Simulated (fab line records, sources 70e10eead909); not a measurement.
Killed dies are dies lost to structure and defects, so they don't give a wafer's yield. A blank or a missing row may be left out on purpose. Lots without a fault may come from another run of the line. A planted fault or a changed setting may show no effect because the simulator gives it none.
fab line records | flow nand_harc | part 1 of 2: steps 1 to 4 of 6
record lots=24 wafers=72 last_day=33
route steps=1302 shown P_M0@277 P_M1@298 P_M2@331 P_BONDPAD@367 A_SOURCE_PLATE@423
lots that met no fault: from a run of the same line without faults
start_h: hours from the record's first day to the start of the lot's first wafer shown | wait_h: hours since the lot's step before | " the same as in the row above | L1.1+2: a row that stands for several wafers | - no value, or no start given | * or withheld: withheld | < > ~ a bound
route shown NAME@n: a module of which the file shows steps, and the number in the route of the first | usual: mean/standard deviation of fault-free wafers | same: alike in all rows | chamber/n: place in a boat | sites: the reading at each site | _std_site: their standard deviation | _edge_site: outer sites' mean less inner sites' | radius_mm: how far each site lies from the wafer's centre | mask NAME#n: copy n | behind: the tool/chamber that last shaped the wafer | hold: why the lot was held/for how many hours/how that ended | device: the transistor (n, p or np) that didn't switch | end of line: the same wafers' tests at the end of the route | a step without rows: its recipe alone | killed: dies lost to structure and defects at the first sort, not the wafer's yield | map: a wafer's dies, x killed, . not, _ none there
set.NAME: the setting as run; set.NAME@STEP: as run at that earlier step | model.NAME: the simulator's own value behind a step, which no gauge read
steps of the route over a sample of lots; a table a step, a row a wafer
services: from which hour (start_h, from the record's first day; less than 0 if before it) a tool's chamber was out of use, for how many hours, and why
## steps
# step NHARC_P_M0_ANNEAL_30
# recipe temp_c=225 time_s=90
# usual wafer_temp_C_max=225.9/0.42
# columns lot.wafer tool chamber start_h wait_h wafer_temp_C_max
L074.1 rtp_anneal-01 0 132.70 - 226.7
L074.5 " 0 " " 226.1
L074.6 " 0 " " 226.0
L075.4 rtp_anneal-01 0 134.44 0.4 226.1
L075.5 " 0 " " 226.2
L075.6 " 0 " " 226.2
L076.1 rtp_anneal-02 0 147.75 0.3 225.7
L076.3 " 0 " " 225.4
L076.4 " 0 " " 225.8
L077.3 rtp_anneal-02 0 153.42 - 225.4
L077.5 " 0 " " 225.2
L077.6 " 0 " " 225.8
L078.1 rtp_anneal-01 0 164.25 - 226.2
L078.4 " 0 " " 225.6
L078.5 " 0 " " 226.1
L079.3 rtp_anneal-02 0 177.86 0.3 225.4
L079.4 " 0 " " 225.4
L079.6 " 0 " " 225.7
L080.1 rtp_anneal-01 0 178.53 0.3 226.4
L080.5 " 0 " " 226.4
L080.6 " 0 " " 226.5
L081.1 rtp_anneal-01 0 190.75 - 226.2
L081.2 " 0 " " 226.4
L081.5 " 0 " " 226.0
L082.1 rtp_anneal-01 0 203.62 - 226.7
L082.3 " 0 " " 226.1
L082.6 " 0 " " 226.3
L083.1 rtp_anneal-01 0 216.29 0.4 226.4
L083.3 " 0 " " 225.8
L083.4 " 0 " " 226.2
L084.1 rtp_anneal-01 0 222.95 - 226.2
L084.2 " 0 " " 226.1
L084.3 " 0 " " 225.6
L085.3 rtp_anneal-01 0 232.87 - 226.5
L085.5 " 0 " " 226.0
L085.6 " 0 " " 225.9
L086.2 rtp_anneal-02 0 241.10 - 225.1
L086.5 " 0 " " 225.3
L086.6 " 0 " " 225.4
L087.3 rtp_anneal-01 0 251.47 0.3 226.1
L087.4 " 0 " " 226.1
L087.5 " 0 " " 226.0
L088.2 rtp_anneal-01 0 267.66 - 226.7
L088.5 " 0 " " 226.2
L088.6 " 0 " " 226.4
L089.1 rtp_anneal-02 0 271.27 0.3 225.4
L089.2 " 0 " " 225.2
L089.4 " 0 " " 225.2
L090.1 rtp_anneal-02 0 283.67 0.3 225.7
L090.2 " 0 " " 225.4
L090.4 " 0 " " 225.9
L091.2 rtp_anneal-01 0 293.85 0.3 226.0
L091.3 " 0 " " 226.6
L091.4 " 0 " " 226.2
L092.1 rtp_anneal-01 0 304.96 - 226.3
L092.3 " 0 " " 226.1
L092.6 " 0 " " 226.1
L093.4 rtp_anneal-02 0 309.31 - 226.0
L093.5 " 0 " " 225.6
L093.6 " 0 " " 225.4
L094.1 rtp_anneal-01 0 327.97 - 226.3
L094.2 " 0 " " 226.4
L094.4 " 0 " " 226.3
L095.1 rtp_anneal-01 0 328.75 - 226.1
L095.3 " 0 " " 226.0
L095.4 " 0 " " 226.2
L096.1 rtp_anneal-02 0 349.54 - 225.6
L096.3 " 0 " " 226.1
L096.5 " 0 " " 225.7
L097.3 rtp_anneal-02 0 357.49 - 225.4
L097.4 " 0 " " 225.4
L097.5 " 0 " " 225.3
# step NHARC_P_M1_DESCUM_14
# recipe time_s=3 o2_flow_sccm=200 ar_flow_sccm=0 bias_power_w=0 chemistry=O2
# usual drypump_motor_current_A=5.6/0.36 o2_flow_sccm=200.0/0.58 oes_product_au=0.999/0.0089 rf_vpp_V=57.7/0.86 showerhead_plenum_p_Torr=1.90/0.087 throttle_valve_pct=11.311/0.0091
# columns lot.wafer tool chamber start_h wait_h drypump_motor_current_A o2_flow_sccm oes_product_au rf_hours_counter_h rf_vpp_V showerhead_plenum_p_Torr throttle_valve_pct
L074.1 rie_diel-09 3 135.13 0.1 5.5 198.9 1.001 13 56.9 1.78 11.315
L074.6 " 0 " " 6.3 198.8 0.995 - 58.5 1.93 11.312
L074.5 " 1 " " 5.2 200.4 0.995 - 58.3 1.81 11.300
L075.4 rie_diel-03 0 136.70 0.1 5.2 198.5 0.986 - 57.5 1.90 11.308
L075.5 " 1 " " 5.8 200.7 1.006 - 57.9 1.79 11.311
L075.6 " 2 " " 5.8 200.4 0.997 - 57.4 1.98 11.301
L076.3 rie_diel-03 3 150.35 0.1 5.7 199.9 1.011 3 57.6 1.87 11.309
L076.1 " 0 " " 5.2 199.6 0.998 3 58.6 1.90 11.327
L076.4 " 1 " " 5.9 199.0 1.017 3 57.3 1.79 11.302
L077.3 rie_diel-09 3 155.75 0.1 5.5 200.5 1.022 0 58.4 1.78 11.303
L077.5 " 1 " " 5.2 199.9 1.003 - 56.9 1.81 11.309
L077.6 " 2 " " 5.7 200.0 0.998 - 58.5 2.03 11.308
L078.1 rie_diel-09 1 166.68 0.1 5.2 200.3 0.997 2 57.4 1.81 11.305
L078.4 " 3 " " 5.5 200.3 0.995 2 57.4 1.78 11.288
L078.5 " 1 " " 5.2 199.9 0.999 - 57.4 1.81 11.312
L079.3 rie_diel-03 2 180.16 0.1 5.8 199.6 1.019 5 58.2 1.97 11.319
L079.4 " 3 " " 5.7 200.2 1.004 5 57.2 1.87 11.311
L079.6 " 1 " " 5.9 199.9 1.007 - 57.9 1.79 11.332
L080.1 rie_diel-03 0 180.94 0.1 5.2 200.4 0.997 5 57.3 1.90 11.317
L080.6 " 2 " " 5.8 200.5 1.003 - 58.3 1.97 11.317
L080.5 " 3 " " 5.7 200.5 1.010 - 59.3 1.87 11.313
L081.2 rie_diel-03 1 193.23 0.1 5.8 199.2 1.010 6 57.3 1.79 11.302
L081.1 " 0 " " 5.2 199.9 0.989 6 57.6 1.89 11.318
L081.5 " 1 " " 5.8 199.4 1.001 - 56.6 1.79 11.316
L082.1 rie_diel-09 2 206.02 0.1 5.7 201.5 0.997 5 57.8 2.03 11.318
L082.3 " 3 " " 5.5 200.2 1.004 5 57.3 1.78 11.334
L082.6 " 2 " " 5.7 200.1 0.997 - 58.3 2.03 11.311
L083.4 rie_diel-03 0 218.57 0.1 5.2 200.0 0.997 7 59.5 1.89 11.308
L083.1 " 2 " " 5.8 200.1 1.006 7 58.1 1.97 11.325
L083.3 " 3 " " 5.7 201.1 1.013 6 56.6 1.87 11.326
L084.2 rie_diel-07 1 225.21 0.1 5.1 199.5 0.998 30 59.6 1.98 11.325
L084.1 " 2 " " 5.3 198.4 0.992 25 59.3 2.00 11.315
L084.3 " 3 " " 5.3 199.9 1.014 24 56.4 1.90 11.306
L085.3 rie_diel-07 2 235.51 0.1 5.2 199.7 0.994 30 58.6 2.00 11.309
L085.6 " 3 " " 5.2 199.8 0.999 - 57.7 1.90 11.316
L085.5 " 0 " " 6.2 201.9 1.002 - 58.8 2.05 11.294
L086.2 rie_diel-07 0 243.33 0.1 6.1 200.4 1.001 35 56.4 2.05 11.314
L086.6 " 2 " " 5.2 199.4 0.986 - 56.2 2.00 11.321
L086.5 " 3 " " 5.3 200.8 1.000 - 57.9 1.90 11.313
L087.3 rie_diel-09 3 253.78 0.1 5.5 200.3 0.992 10 56.7 1.77 11.308
L087.4 " 0 " " 6.3 200.4 0.991 10 56.5 1.93 11.317
L087.5 " 1 " " 5.2 200.3 0.991 - 57.7 1.81 11.304
L088.2 rie_diel-09 3 269.90 0.1 5.5 200.9 1.001 12 56.8 1.77 11.284
L088.5 " 1 " " 5.2 199.5 0.991 - 58.1 1.81 11.320
L088.6 " 2 " " 5.7 199.0 1.005 - 57.8 2.02 11.311
L089.2 rie_diel-03 0 273.64 0.1 5.2 199.9 0.996 10 55.9 1.89 11.318
L089.1 " 1 " " 5.9 201.0 0.991 10 57.9 1.79 11.311
L089.4 " 3 " " 5.7 200.5 1.019 9 57.1 1.87 11.308
L090.4 rie_diel-07 0 286.07 0.1 6.1 199.4 0.996 49 59.2 2.04 11.306
L090.1 " 1 " " 5.0 199.5 0.987 48 57.0 1.97 11.313
L090.2 " 2 " " 5.3 200.5 0.996 44 59.1 2.00 11.315
L091.3 rie_diel-03 3 296.07 0.1 5.7 201.2 1.007 0 56.8 1.87 11.299
L091.2 " 0 " " 5.2 200.0 0.987 0 58.0 1.89 11.317
L091.4 " 2 " " 5.9 199.9 1.007 0 56.8 1.97 11.302
L092.3 rie_diel-03 1 307.46 0.1 5.9 199.9 0.985 1 58.1 1.79 11.325
L092.1 " 2 " " 5.8 199.2 1.011 1 59.2 1.97 11.317
L092.6 " 1 " " 5.8 200.0 0.982 - 57.6 1.79 11.300
L093.4 rie_diel-03 0 311.56 0.1 5.2 199.9 1.003 1 57.9 1.89 11.322
L093.6 " 0 " " 5.2 199.8 0.997 - 58.5 1.89 11.317
L093.5 " 1 " " 5.9 199.6 0.995 - 56.2 1.79 11.301
L094.4 rie_diel-09 1 330.38 0.1 5.2 199.6 0.993 0 57.7 1.81 11.311
L094.2 " 3 " " 5.5 200.4 0.994 0 58.6 1.77 11.314
L094.1 " 0 " " 6.3 200.1 0.990 0 57.9 1.93 11.324
L095.4 rie_diel-09 1 331.29 0.1 5.2 200.2 0.995 0 56.2 1.81 11.311
L095.1 " 2 " " 5.7 200.9 0.997 0 58.2 2.02 11.322
L095.3 " 3 " " 5.5 200.1 0.985 0 55.9 1.77 11.319
L096.3 rie_diel-03 2 351.93 0.1 5.8 200.0 0.999 4 57.2 1.97 11.301
L096.1 " 1 " " 5.8 200.2 0.996 4 57.5 1.79 11.301
L096.5 " 2 " " 5.8 199.6 1.001 - 59.7 1.97 11.314
L097.4 rie_diel-09 0 359.66 0.1 6.3 199.7 0.993 2 57.9 1.93 11.305
L097.3 " 1 " " 5.2 200.2 0.990 2 57.7 1.81 11.322
L097.5 " 0 " " 6.3 199.6 0.983 - 57.5 1.93 11.305
# step NHARC_P_M2_DESCUM_14
# recipe time_s=3 o2_flow_sccm=200 ar_flow_sccm=0 bias_power_w=0 chemistry=O2
# usual drypump_motor_current_A=5.6/0.41 o2_flow_sccm=200.0/0.59 oes_product_au=1.001/0.012 rf_vpp_V=57.8/0.89 showerhead_plenum_p_Torr=1.87/0.052 throttle_valve_pct=11.309/0.0088
# columns lot.wafer tool chamber start_h wait_h drypump_motor_current_A o2_flow_sccm oes_product_au rf_hours_counter_h rf_vpp_V showerhead_plenum_p_Torr throttle_valve_pct
L074.1 rie_diel-12 1 139.17 0.1 5.6 200.9 1.012 2.2 56.8 1.88 11.308
L074.5 " 0 " " 5.3 199.6 1.002 - 56.3 1.94 11.327
L074.6 " 3 " " 5.2 199.8 1.004 - 57.5 1.80 11.322
L075.6 rie_diel-12 3 140.75 0.1 5.2 200.1 0.997 - 59.4 1.80 11.314
L075.4 " 0 " " 5.3 200.5 1.011 - 58.6 1.94 11.297
L075.5 " 1 " " 5.6 200.5 1.004 - 59.3 1.88 11.310
L076.3 rie_diel-12 1 154.55 0.1 5.7 200.8 1.010 3.9 58.2 1.88 11.315
L076.4 " 3 " " 5.2 199.6 1.009 2.7 57.3 1.80 11.308
L076.1 " 0 " " 5.3 200.6 1.003 3.3 58.6 1.94 11.317
L077.3 rie_diel-13 2 159.99 0.1 5.2 199.9 1.018 6.7 56.5 1.87 11.301
L077.6 " 2 " " 5.2 199.6 1.009 - 57.2 1.87 11.314
L077.5 " 3 " " 5.6 199.6 1.004 - 57.6 1.94 11.318
L078.1 rie_diel-12 2 170.85 0.1 5.5 200.0 1.003 3.9 56.4 1.86 11.293
L078.4 " 1 " " 5.6 199.0 1.016 4.8 57.1 1.88 11.290
L078.5 " 3 " " 5.2 200.2 1.009 - 58.2 1.80 11.330
L079.4 rie_diel-13 3 184.17 0.1 5.6 199.8 1.008 0.3 56.1 1.94 11.327
L079.3 " 1 " " 6.3 198.8 1.007 0.1 56.4 1.83 11.300
L079.6 " 3 " " 5.6 199.8 1.001 - 58.3 1.94 11.326
L080.1 rie_diel-13 3 185.09 0.1 5.6 199.2 1.004 0.3 58.3 1.94 11.310
L080.5 " 0 " " 5.5 200.3 0.983 - 56.8 1.79 11.315
L080.6 " 1 " " 6.3 199.5 0.998 - 58.1 1.83 11.305
L081.1 rie_diel-02 1 197.41 0.1 6.0 199.4 1.003 8.9 58.5 1.89 11.301
L081.2 " 0 " " 5.6 200.0 1.006 9.1 57.0 1.97 11.295
L081.5 " 2 " " 6.7 200.3 1.002 - 58.4 1.93 11.324
L082.1 rie_diel-13 2 210.60 0.1 5.2 201.1 0.980 1.4 56.8 1.87 11.310
L082.3 " 3 " " 5.6 200.0 1.004 1.3 57.9 1.94 11.312
L082.6 " 1 " " 6.4 199.5 1.014 - 57.7 1.83 11.322
L083.3 rie_diel-12 3 222.93 0.3 5.2 200.6 1.001 5.8 56.1 1.80 11.301
L083.4 " 0 " " 5.3 200.3 1.007 6.9 59.2 1.94 11.303
L083.1 " 2 " " 5.6 199.1 1.001 6.6 59.5 1.86 11.294
L084.1 rie_diel-12 1 229.37 0.1 5.7 199.3 0.998 8.3 57.5 1.88 11.304
L084.3 " 3 " " 5.2 200.5 1.007 6.0 56.9 1.80 11.307
L084.2 " 0 " " 5.3 199.8 1.014 7.2 58.1 1.94 11.309
L085.3 rie_diel-12 2 239.51 0.1 5.6 198.8 1.005 7.6 57.9 1.86 11.308
L085.5 " 0 " " 5.3 200.4 1.000 - 58.1 1.94 11.312
L085.6 " 1 " " 5.7 199.2 1.008 - 56.5 1.88 11.313
L086.2 rie_diel-12 3 247.75 0.1 5.2 200.1 1.004 8.0 58.3 1.80 11.301
L086.6 " 1 " " 5.7 199.5 1.003 - 57.2 1.88 11.297
L086.5 " 2 " " 5.6 200.1 1.009 - 58.9 1.86 11.325
L087.3 rie_diel-13 1 257.93 0.1 6.4 199.0 1.007 4.0 58.0 1.83 11.330
L087.5 " 0 " " 5.5 199.2 0.989 - 58.0 1.79 11.311
L087.4 " 1 " " 6.3 199.8 1.000 - 57.5 1.83 11.320
L088.2 rie_diel-02 2 274.17 0.1 6.7 199.8 0.990 2.9 57.8 1.93 11.296
L088.5 " 3 " " 5.8 199.5 1.005 - 57.9 1.85 11.303
L088.6 " 0 " " 5.6 200.5 0.990 - 59.2 1.96 11.311
L089.4 rie_diel-12 0 278.13 0.1 5.3 200.9 1.002 0 58.3 1.94 11.306
L089.2 " 1 " " 5.7 199.5 1.020 0 58.2 1.88 11.310
L089.1 " 3 " " 5.3 200.4 0.993 0 56.7 1.80 11.305
L090.2 rie_diel-12 2 290.42 0.1 5.6 200.4 1.024 0.3 57.9 1.86 11.304
L090.1 " 0 " " 5.3 200.3 0.994 0.2 57.1 1.94 11.308
L090.4 " 1 " " 5.6 199.9 1.019 0.2 58.1 1.88 11.309
L091.2 rie_diel-12 0 300.41 0.1 5.3 200.5 1.004 0.8 57.6 1.94 11.307
L091.4 " 1 " " 5.7 199.6 0.994 0.8 57.4 1.88 11.307
L091.3 " 2 " " 5.6 199.7 1.009 1.3 57.6 1.86 11.302
L092.1 rie_diel-13 0 311.70 0.1 5.6 199.7 0.991 6.1 56.9 1.79 11.304
L092.3 " 1 " " 6.3 199.6 0.999 6.8 57.0 1.83 11.310
L092.6 " 3 " " 5.6 199.7 0.994 - 56.6 1.94 11.304
L093.4 rie_diel-02 2 315.93 0.1 6.7 200.1 1.000 4.9 58.8 1.93 11.299
L093.6 " 1 " " 6.0 200.0 1.002 - 58.9 1.89 11.310
L093.5 " 2 " " 6.7 199.6 0.997 - 58.5 1.93 11.307
L094.4 rie_diel-02 1 334.54 0.1 6.0 199.8 1.015 5.1 56.7 1.89 11.312
L094.2 " 2 " " 6.7 201.0 0.997 5.5 58.0 1.93 11.308
L094.1 " 3 " " 5.9 200.1 1.015 5.8 58.6 1.85 11.310
L095.3 rie_diel-12 1 335.60 0.1 5.7 201.1 1.005 3.5 58.1 1.88 11.317
L095.4 " 2 " " 5.6 199.8 1.020 3.6 58.7 1.86 11.314
L095.1 " 0 " " 5.3 200.6 0.994 4.3 56.1 1.94 11.309
L096.3 rie_diel-02 2 356.11 0.1 6.7 200.0 0.986 7.1 56.9 1.93 11.302
L096.1 " 0 " " 5.6 199.8 0.968 6.8 58.9 1.96 11.312
L096.5 " 2 " " 6.7 200.4 0.996 - 58.6 1.93 11.314
L097.3 rie_diel-13 1 363.85 0.1 6.4 200.9 0.995 0.2 57.2 1.83 11.325
L097.4 " 3 " " 5.6 199.9 0.990 0.1 58.9 1.94 11.291
L097.5 " 1 " " 6.4 200.5 1.001 - 57.9 1.83 11.303
# step NHARC_P_M2_PVD_20
# recipe target_thk_a=50 bias_v=168.6 power_w=15000 chamber_pressure_pa=0.12 time_s=8.06 substrate_temp_c=50 material=TaN
# usual throttle_valve_pct=30.1/0.72
# columns lot.wafer tool chamber start_h wait_h throttle_valve_pct
L074.1 pvd_sputter-02 - - - 30.2
L074.5 " - " " 30.2
L074.6 " - " " 30.4
L075.4 pvd_sputter-01 - - - 29.2
L075.5 " - " " 31.1
L075.6 " - " " 29.3
L076.4 pvd_sputter-01 - - - 29.2
L076.1 " - " " 31.2
L076.3 " - " " 29.3
L077.3 pvd_sputter-01 - - - 29.7
L077.5 " - " " 29.3
L077.6 " - " " 29.1
L078.1 pvd_sputter-02 - - - 30.7
L078.4 " - " " 30.0
L078.5 " - " " 30.6
L079.4 pvd_sputter-01 - - - 29.5
L079.3 " - " " 29.1
L079.6 " - " " 29.1
L080.1 pvd_sputter-01 - - - 29.2
L080.6 " - " " 29.2
L080.5 " - " " 29.2
L081.2 pvd_sputter-02 - - - 30.0
L081.1 " - " " 30.4
L081.5 " - " " 30.4
L082.1 pvd_sputter-03 - - - 31.1
L082.3 " - " " 29.0
L082.6 " - " " 30.9
L083.1 pvd_sputter-03 - - - 29.0
L083.3 " - " " 30.0
L083.4 " - " " 30.8
L084.2 pvd_sputter-03 - - - 30.1
L084.3 " - " " 30.9
L084.1 " - " " 28.9
L085.3 pvd_sputter-03 - - - 30.7
L085.5 " - " " 28.7
L085.6 " - " " 30.1
L086.2 pvd_sputter-03 - - - 29.1
L086.6 " - " " 31.1
L086.5 " - " " 28.5
L087.4 pvd_sputter-02 - - - 30.4
L087.3 " - " " 30.0
L087.5 " - " " 29.7
L088.2 pvd_sputter-01 - - - 29.4
L088.5 " - " " 30.5
L088.6 " - " " 29.6
L089.4 pvd_sputter-03 - - - 30.9
L089.1 " - " " 29.0
L089.2 " - " " 29.9
L090.4 pvd_sputter-03 - - - 30.2
L090.2 " - " " 30.8
L090.1 " - " " 28.9
L091.3 pvd_sputter-03 - - - 31.2
L091.4 " - " " 28.9
L091.2 " - " " 30.1
L092.1 pvd_sputter-01 - - - 30.9
L092.3 " - " " 29.9
L092.6 " - " " 29.4
L093.4 pvd_sputter-01 - - - 30.0
L093.5 " - " " 30.6
L093.6 " - " " 30.3
L094.2 pvd_sputter-01 - - - 30.3
L094.4 " - " " 29.2
L094.1 " - " " 30.4
L095.1 pvd_sputter-02 - - - 30.4
L095.4 " - " " 29.8
L095.3 " - " " 29.6
L096.3 pvd_sputter-01 - - - 30.5
L096.1 " - " " 29.1
L096.5 " - " " 30.7
L097.3 pvd_sputter-01 - - - 29.9
L097.4 " - " " 29.1
L097.5 " - " " 29.3
